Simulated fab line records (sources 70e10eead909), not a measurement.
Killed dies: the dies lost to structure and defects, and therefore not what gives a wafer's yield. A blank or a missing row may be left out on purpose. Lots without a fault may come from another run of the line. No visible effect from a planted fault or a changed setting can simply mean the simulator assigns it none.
Chamber matching	flow nand-harc	rie-diel-02 running NHARC_THIN_TSV_ETCHBACK_48: 4 sister chambers
The step etches the open film in C4F8/Ar, target depth 1028.5 nm, time 405.17 s. 14 wafers are shown with their chamber, then 7 later ones without.

EACH WAFER AND ITS CHAMBER
wafer	chamber	rf-vpp-V (V)	oes-product-au (a.u.)
L611.1	3	549	0.92
L611.2	2	547	0.92
L611.5	2	547	0.93
L610.3	2	546	0.93
L610.4	3	551	0.92
L610.5	1	553	0.93
L608.1	0	546	0.94
L608.2	3	549	0.92
L608.6	0	547	0.93
L616.2	0	549	0.94
L616.5	2	547	0.93
L616.6	1	552	0.93
L614.1	0	548	1.00
L614.2	2	546	1.01

SIGNATURES (averages over the wafers above)
reading	chamber 0	chamber 1	chamber 2	chamber 3	scatter within a chamber
rf-vpp-V	547.50	552.50	546.60	549.67	0.968
oes-product-au	0.9525	0.9300	0.9440	0.9200	0.0293
Rule: for a wafer and a chamber, the distance is found by dividing, reading by reading, the gap between the wafer's reading and the chamber's mean by the reading's scatter, squaring, summing and taking the root. The wafer belongs to the nearest chamber; if the next one is less than 2 further off, it can't be placed. The scatter is the square root of a quotient: the sum, over the shown wafers, of each reading's squared deviation from its chamber's mean, divided by wafers minus chambers.

WAFERS WITHOUT THEIR CHAMBER
wafer	rf-vpp-V (V)	oes-product-au (a.u.)
L614.5	549	1.00
L630.1	553	0.93
L630.2	548	0.92
L630.6	546	0.92
L629.1	551	1.02
L629.4	553	1.02
L629.6	547	1.01

THE CHAMBER EACH PASSED THROUGH
wafer	from the rows above	in truth
L614.5	can't be placed: 0 or 3 or 2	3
L630.1	1	1
L630.2	can't be placed: 0 or 2 or 3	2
L630.6	can't be placed: 2 or 0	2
L629.1	can't be placed: 1 or 3 or 0 or 2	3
L629.4	can't be placed: 1 or 3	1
L629.6	can't be placed: 0 or 2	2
Correctly placed: 1 of 7. Not placeable from these rows: 6 (in 6, the candidates include the true chamber). 0 placed wrongly.
